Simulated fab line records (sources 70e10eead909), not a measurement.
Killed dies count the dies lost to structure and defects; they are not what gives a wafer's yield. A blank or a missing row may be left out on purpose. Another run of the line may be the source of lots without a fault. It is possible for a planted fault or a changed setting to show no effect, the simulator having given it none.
The tool behind it: which one?    flow nandHarc    36 wafers from 12 lots sampled at 6 of the route's 1159 steps

== WHAT THE GAUGES READ, wafer by wafer ==
NHARC_P_M1_CD_MEAS_09 targets a cd of 130 nm.
lot   measured      on        cdNm (nm)
L208  day 6 05:29   cdSem-03  131.0 131.1 130.0
L210  day 6 17:21   cdSem-03  130.5 130.4 130.7
L211  day 7 00:27   cdSem-03  131.1 130.1 131.3
L213  day 7 13:05   cdSem-01  127.2 129.3 129.2
L214  day 8 04:00   cdSem-01  129.1 129.0 129.7
L217  day 8 10:22   cdSem-03  128.3 136.6 129.9
L218  day 9 10:10   cdSem-01  130.4 129.1 136.2
L225  day 10 14:44  cdSem-03  130.1 129.7 128.7
L227  day 10 15:26  cdSem-01  129.1 130.2 129.4
L226  day 10 16:40  cdSem-03  129.2 130.0 128.7
L229  day 11 05:29  cdSem-02  131.0 130.2 130.5
L230  day 11 22:20  cdSem-03  130.7 130.5 131.1

NHARC_P_M1_OVL_MEAS_10: pitch 260 nm.
lot   measured      on          overlayXNm (nm)  overlayYNm (nm)
L208  day 6 05:35   overlay-01  0.8 0.8 0.4      0.0 0.5 0.4
L210  day 6 17:26   overlay-02  1.2 1.3 1.4      0.0 0.6 0.2
L211  day 7 00:33   overlay-02  -0.8 -0.7 -1.1   -0.6 -1.0 -0.8
L213  day 7 13:11   overlay-02  0.8 0.4 0.6      -0.1 0.1 0.4
L214  day 8 04:05   overlay-01  -0.7 -0.8 -0.7   1.6 0.4 0.6
L217  day 8 10:28   overlay-01  0.6 0.1 -0.2     0.7 1.4 1.2
L218  day 9 10:16   overlay-02  0.1 0.4 0.3      -0.3 -0.5 -0.4
L225  day 10 14:49  overlay-02  0.5 0.3 0.1      0.1 0.3 -0.1
L227  day 10 15:31  overlay-01  1.4 1.0 1.4      -1.2 -1.2 -0.6
L226  day 10 16:45  overlay-01  -0.8 -1.4 -1.0   0.2 0.2 0.1
L229  day 11 05:34  overlay-02  0.9 0.1 0.8      -1.3 -1.3 -1.7
L230  day 11 22:25  overlay-01  0.7 0.1 0.6      0.9 0.7 0.2

NHARC_END_SORT_01.
lot   measured      on         defectLimitedYield (%)  killedAtArray  killedAtOther  killedAtPeriphery  killedDies  killedOpen  killedShort  sort_bin_2_pct (%)  sort_bin_3_pct (%)  sort_bin_4_pct (%)  sortNPass    sortRimYieldPct (%)  sortYieldPct (%)
L208  day 20 02:46  prober-02  96.5 94.7 96.0          22 30 22       2 1 1          0 5 4              24 36 27    2 3 2       4 0 2        1.5 1.5 1.3         0.15 0.44 0.15      1.9 3.4 2.5         653 641 650  99.1 99.1 93.4       96.5 94.7 96.0
L210  day 19 18:20  prober-01  94.8 95.7 95.0          31 25 33       0 1 0          4 3 1              35 29 34    1 1 4       3 2 4        1.5 0.7 1.3         0.30 0 0.15         3.4 3.5 3.5         642 648 643  96.2 95.3 98.1       94.8 95.7 95.0
L211  day 20 09:41  prober-02  97.3 96.6 95.7          15 21 25       2 0 3          1 2 1              18 23 29    1 4 3       0 1 2        1.2 1.5 1.5         0 0 0               1.5 1.9 2.8         659 654 648  94.3 96.2 97.2       97.3 96.6 95.7
L213  day 20 16:58  prober-01  95.0 94.8 92.5          32 34 47       0 0 0          2 1 4              34 35 51    2 1 3       3 0 1        1.3 1.8 3.0         0.59 0.15 0.74      3.1 3.2 3.8         643 642 626  96.2 92.5 93.4       95.0 94.8 92.5
L214  day 21 21:16  prober-01  94.5 93.8 93.5          35 35 35       0 0 0          2 7 9              37 42 44    1 5 7       1 2 0        0.9 2.2 1.9         0 0.30 0.59         4.6 3.7 4.0         640 635 633  93.4 94.3 97.2       94.5 93.8 93.5
L217  day 21 12:47  prober-02  97.2 97.0 97.5          15 18 15       2 0 2          2 2 0              19 20 17    2 1 1       3 2 0        0.9 1.0 0.7         0 0 0.15            1.9 1.9 1.6         658 657 660  97.2 98.1 100.0      97.2 97.0 97.5
L218  day 22 13:23  prober-02  93.5 95.9 94.4          43 26 38       0 0 0          1 2 0              44 28 38    0 3 3       6 1 1        2.2 1.3 1.8         0.59 0.15 1.03      3.7 2.7 2.8         633 649 639  98.1 96.2 100.0      93.5 95.9 94.4
L225  day 24 14:00  prober-01  95.4 95.9 95.7          30 27 29       0 0 0          1 1 0              31 28 29    4 1 1       2 4 1        1.0 1.3 1.8         0.30 0 0            3.2 2.8 2.5         646 649 648  97.2 93.4 95.3       95.4 95.9 95.7
L227  day 24 11:37  prober-02  94.2 95.1 95.3          35 28 31       1 0 0          3 5 1              39 33 32    1 4 2       2 1 1        2.5 1.5 1.9         0 0.59 0.15         3.2 2.8 2.7         638 644 645  96.2 95.3 96.2       94.2 95.1 95.3
L226  day 24 20:59  prober-02  94.2 95.9 94.1          35 28 37       0 0 1          4 0 2              39 28 40    4 1 1       2 0 4        2.1 0.9 1.6         0.15 0.30 0.59      3.5 3.0 3.7         638 649 637  97.2 91.5 99.1       94.2 95.9 94.1
L229  day 25 03:55  prober-02  94.7 94.5 94.1          30 30 35       0 1 1          6 6 4              36 37 40    3 5 3       2 1 0        2.2 1.5 1.9         0.15 0.15 0.30      3.0 3.8 3.7         641 640 637  90.6 94.3 98.1       94.7 94.5 94.1
L230  day 25 17:16  prober-02  93.4 95.0 94.2          36 20 29       1 4 2          8 10 8             45 34 39    3 3 3       3 1 2        3.0 1.5 0.9         0.59 0.15 0.44      3.1 3.4 4.4         632 643 638  93.4 98.1 97.2       93.4 95.0 94.2

== WHAT TOOL EACH LOT RAN ON (gives the tool, then ch and the chambers of the sampled wafers, and finally the start) ==
lot   NHARC_P_M0_STRIP_18                NHARC_P_M0_ANNEAL_30             NHARC_P_M1_PEB_07
L208  rieDiel-07 ch 0,1,2, day 6 02:01   rtpAnneal-01 ch 0, day 6 03:22   lithoTrack-06 ch 0, day 6 05:25
L210  rieDiel-07 ch 0,1,3, day 6 13:52   rtpAnneal-02 ch 0, day 6 15:12   lithoTrack-06 ch 0, day 6 17:16
L211  rieDiel-04 ch 1,2,3, day 6 20:57   rtpAnneal-02 ch 0, day 6 22:15   lithoTrack-06 ch 0, day 7 00:22
L213  rieDiel-11 ch 0,1,2, day 7 09:37   rtpAnneal-02 ch 0, day 7 10:54   lithoTrack-01 ch 0, day 7 13:01
L214  rieDiel-04 ch 2,3, day 8 00:20     rtpAnneal-01 ch 0, day 8 01:38   lithoTrack-01 ch 0, day 8 03:55
L217  rieDiel-04 ch 0,1, day 8 06:55     rtpAnneal-01 ch 0, day 8 08:10   lithoTrack-01 ch 0, day 8 10:18
L218  rieDiel-04 ch 0,2,3, day 9 06:35   rtpAnneal-01 ch 0, day 9 07:51   lithoTrack-01 ch 0, day 9 10:05
L225  rieDiel-11 ch 0,2,3, day 10 11:16  rtpAnneal-01 ch 0, day 10 12:40  lithoTrack-04 ch 0, day 10 14:39
L227  rieDiel-04 ch 0,1,2, day 10 11:53  rtpAnneal-01 ch 0, day 10 13:13  lithoTrack-06 ch 0, day 10 15:21
L226  rieDiel-11 ch 2,3, day 10 13:10    rtpAnneal-02 ch 0, day 10 14:33  lithoTrack-04 ch 0, day 10 16:35
L229  rieDiel-04 ch 0,1,3, day 11 02:00  rtpAnneal-01 ch 0, day 11 03:20  lithoTrack-06 ch 0, day 11 05:25
L230  rieDiel-07 ch 0,2,3, day 11 18:50  rtpAnneal-02 ch 0, day 11 20:09  lithoTrack-06 ch 0, day 11 22:14
- NHARC_P_M0_STRIP_18: strips in N2/H2.
- NHARC_P_M0_ANNEAL_30: time 90 s.
- NHARC_P_M1_PEB_07: peb time 65 s.

== AS READ BY THE TOOLS THEMSELVES (means over the sampled wafers that have a number; for cases with no such wafer, the mark the record gives instead) ==
NHARC_P_M0_STRIP_18.
lot   tool        drypumpMotorCurrentA (A)  oesProductAu (a.u.)  rfVppV (V)  showerheadPlenumPTorr (Torr)  throttleValvePct (%)
L208  rieDiel-07  5.7                       0.996                90.9        2.04                          14.164
L210  rieDiel-07  5.7                       1.009                90.8        2.02                          14.179
L211  rieDiel-04  5.8                       0.996                90.0        2.02                          14.166
L213  rieDiel-11  5.5                       0.992                90.7        2.02                          14.179
L214  rieDiel-04  5.7                       0.991                91.6        2.11                          14.177
L217  rieDiel-04  5.9                       0.996                89.7        1.98                          14.180
L218  rieDiel-04  5.8                       1.005                90.4        2.04                          14.174
L225  rieDiel-11  5.7                       0.985                91.0        2.02                          14.181
L227  rieDiel-04  5.8                       0.998                91.1        2.05                          14.176
L226  rieDiel-11  5.9                       0.994                89.8        1.99                          14.171
L229  rieDiel-04  5.8                       0.999                91.2        1.95                          14.177
L230  rieDiel-07  6.0                       1.016                89.6        2.06                          14.177

NHARC_P_M0_ANNEAL_30.
lot   tool          wafer_temp_C_max
L208  rtpAnneal-01  226.26
L210  rtpAnneal-02  225.94
L211  rtpAnneal-02  225.73
L213  rtpAnneal-02  225.74
L214  rtpAnneal-01  226.01
L217  rtpAnneal-01  226.03
L218  rtpAnneal-01  226.23
L225  rtpAnneal-01  226.32
L227  rtpAnneal-01  226.15
L226  rtpAnneal-02  225.47
L229  rtpAnneal-01  225.96
L230  rtpAnneal-02  225.79

NHARC_P_M1_PEB_07.
lot   tool           exhaustPa (Pa)
L208  lithoTrack-06  44.6
L210  lithoTrack-06  45.7
L211  lithoTrack-06  44.2
L213  lithoTrack-01  44.3
L214  lithoTrack-01  45.1
L217  lithoTrack-01  45.7
L218  lithoTrack-01  46.1
L225  lithoTrack-04  44.2
L227  lithoTrack-06  45.6
L226  lithoTrack-04  44.5
L229  lithoTrack-06  45.0
L230  lithoTrack-06  45.9

== THE ANSWER, worked out from the rows above alone ==
Rule: usual is defined by the lots themselves. The widest of any qualifying gaps counts: lots, ordered by their means at a reading, are off when they make up no more than a third of the lots, leave a main group of 4 or more, and stand apart from it by 3 or more times the standard deviation of that group's means. The tables above print the reading to a certain number of digits; a main group whose means all agree to those digits is not used. Also off: a lot with no number at a reading for which 4 or more lots have one. Where the step has rows for the other lots, those lots are counted as sound. The gauges are gone through in route order, then the tools' own readings, and for those a lot's mean is taken as printed above. The first step at which some lot is off is used, and at that step the reading that is off furthest; a lot without a number counts as furthest.
None of the lots is off at any reading shown; this tells nothing.

== WHAT HAD BEEN PUT IN BY THE SIMULATOR ==
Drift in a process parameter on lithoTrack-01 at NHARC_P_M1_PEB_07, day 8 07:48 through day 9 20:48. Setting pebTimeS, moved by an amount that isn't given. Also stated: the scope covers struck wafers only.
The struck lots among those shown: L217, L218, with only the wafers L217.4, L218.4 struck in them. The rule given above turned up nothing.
